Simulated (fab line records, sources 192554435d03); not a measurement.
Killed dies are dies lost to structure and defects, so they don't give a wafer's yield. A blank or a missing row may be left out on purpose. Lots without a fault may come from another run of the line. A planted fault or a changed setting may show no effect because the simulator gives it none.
Chamber matching | flow n5_finfet | N5_BEOL_M2_DESCUM_16 on rie_diel-06: 4 sister chambers
The step chemistry O2, time 7 s. 14 wafers are shown with their chamber, then 7 later ones without.

WAFERS WITH THEIR CHAMBER
wafer  | chamber | showerhead_plenum_p_Torr (Torr) | throttle_valve_pct (%) | drypump_motor_current_A (A)
L086.1 | 1       | 2.11                            | 20.48                  | 5.7
L086.4 | 0       | 2.07                            | 20.65                  | 5.9
L086.6 | 3       | 2.10                            | 20.48                  | 5.9
L087.2 | 1       | 2.11                            | 20.48                  | 5.7
L087.3 | 0       | 2.07                            | 20.65                  | 5.9
L087.5 | 0       | 2.07                            | 20.66                  | 6.0
L089.2 | 1       | 2.11                            | 20.49                  | 5.8
L089.4 | 3       | 2.09                            | 20.52                  | 5.9
L089.5 | 0       | 2.07                            | 20.67                  | 6.0
L091.1 | 0       | 2.07                            | 20.68                  | 5.9
L091.4 | 1       | 2.11                            | 20.49                  | 5.7
L091.6 | 3       | 2.09                            | 20.53                  | 5.8
L095.1 | 2       | 2.17                            | 20.40                  | 5.1
L095.2 | 3       | 2.09                            | 20.51                  | 5.9

SIGNATURES (means of the wafers above)
reading                  | chamber 0 | chamber 1 | chamber 2 | chamber 3 | scatter within a chamber
showerhead_plenum_p_Torr | 2.0700    | 2.1100    | 2.1700    | 2.0925    | 0.00274
throttle_valve_pct       | 20.6620   | 20.4850   | 20.4000   | 20.5100   | 0.0148
drypump_motor_current_A  | 5.940     | 5.725     | 5.100     | 5.875     | 0.052
Rule: a wafer's distance from a chamber is the root of the sum, over the readings, of the square of ((its reading less the chamber's mean) divided by the reading's scatter). The wafer belongs to the nearest chamber; if the next one is less than 2 further off, it can't be placed. The scatter: the root of (the sum of the squares of (reading less its chamber's mean) over the shown wafers, divided by (wafers less chambers)).

WAFERS WITHOUT THEIR CHAMBER
wafer  | showerhead_plenum_p_Torr (Torr) | throttle_valve_pct (%) | drypump_motor_current_A (A)
L095.4 | 2.11                            | 20.51                  | 5.7
L094.1 | 2.17                            | 20.40                  | 5.0
L094.4 | 2.09                            | 20.54                  | 5.9
L094.5 | 2.06                            | 20.70                  | 6.0
L097.4 | 2.06                            | 20.71                  | 5.9
L097.5 | 2.09                            | 20.53                  | 5.9
L097.6 | 2.17                            | 20.39                  | 5.1

WHICH CHAMBER EACH WENT THROUGH
wafer  | from the rows above | in truth
L095.4 | 1                   | 1
L094.1 | 2                   | 2
L094.4 | 3                   | 3
L094.5 | 0                   | 0
L097.4 | 0                   | 0
L097.5 | 3                   | 3
L097.6 | 2                   | 2
Placed correctly: 7 of 7. Can't be placed from these rows: 0. Placed wrongly: 0.
